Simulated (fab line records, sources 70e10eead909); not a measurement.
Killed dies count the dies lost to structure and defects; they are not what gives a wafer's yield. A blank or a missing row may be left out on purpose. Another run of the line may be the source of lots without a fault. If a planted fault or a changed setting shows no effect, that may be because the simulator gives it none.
Chamber matching -- flow nandHarc -- 3 sister chambers for NHARC_A_SGD_CUT_DEP_00 on pecvd-02
The step deposits SiNx, target thk 50 nm. 30 wafers are shown with their chamber, then 12 later ones without.

## EACH WAFER AND ITS CHAMBER
wafer,chamber,heaterPowerW (W)
L074.1,1,699
L074.3,0,674
L074.6,0,703
L075.3,1,761
L075.5,2,597
L075.6,1,737
L076.2,0,723
L076.3,1,725
L076.4,2,583
L077.3,0,693
L077.4,0,712
L077.5,1,751
L082.1,1,771
L082.3,0,724
L082.4,1,753
L082.2,2,557
L082.5,2,546
L082.6,0,723
L085.1,1,748
L085.4,2,581
L085.5,1,764
L083.2,1,681
L083.4,2,614
L083.6,0,665
L086.2,2,599
L086.3,0,770
L086.4,0,780
L086.1,1,743
L086.5,1,741
L086.6,2,595

SIGNATURES, as means of the wafers listed above
reading,chamber 0,chamber 1,chamber 2,scatter within a chamber
heaterPowerW,716.70,739.50,584.00,29.6
Rule: for each reading, subtract the chamber's mean from the wafer's reading, divide by that reading's scatter and square the result; add these up over the readings and take the root, which gives the wafer's distance from the chamber. If the next closest chamber is less than 2 further off than the closest, the wafer can't be placed; otherwise it belongs to the closest. The scatter: take each reading less its chamber's mean, square it, sum over the shown wafers, divide by the number of wafers less the number of chambers, and take the root.

## WAFERS MISSING THEIR CHAMBER
wafer,heaterPowerW (W)
L088.3,809
L088.4,756
L088.6,568
L093.1,722
L093.2,641
L093.3,804
L093.4,795
L093.5,628
L093.6,736
L094.2,809
L094.3,805
L094.5,597

## WHICH CHAMBER EACH ONE RAN IN
wafer,from the rows above,in truth
L088.3,can't be placed: 1 or 0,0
L088.4,can't be placed: 1 or 0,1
L088.6,2,2
L093.1,can't be placed: 0 or 1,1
L093.2,can't be placed: 2 or 0 or 1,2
L093.3,can't be placed: 1 or 0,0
L093.4,can't be placed: 1 or 0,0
L093.5,can't be placed: 2 or 0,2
L093.6,can't be placed: 1 or 0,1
L094.2,can't be placed: 1 or 0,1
L094.3,can't be placed: 1 or 0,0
L094.5,2,2
Correctly placed: 2 of 12. Cannot be placed on the basis of these rows: 10; the candidates contain the true chamber in 10. Number placed wrongly: 0.
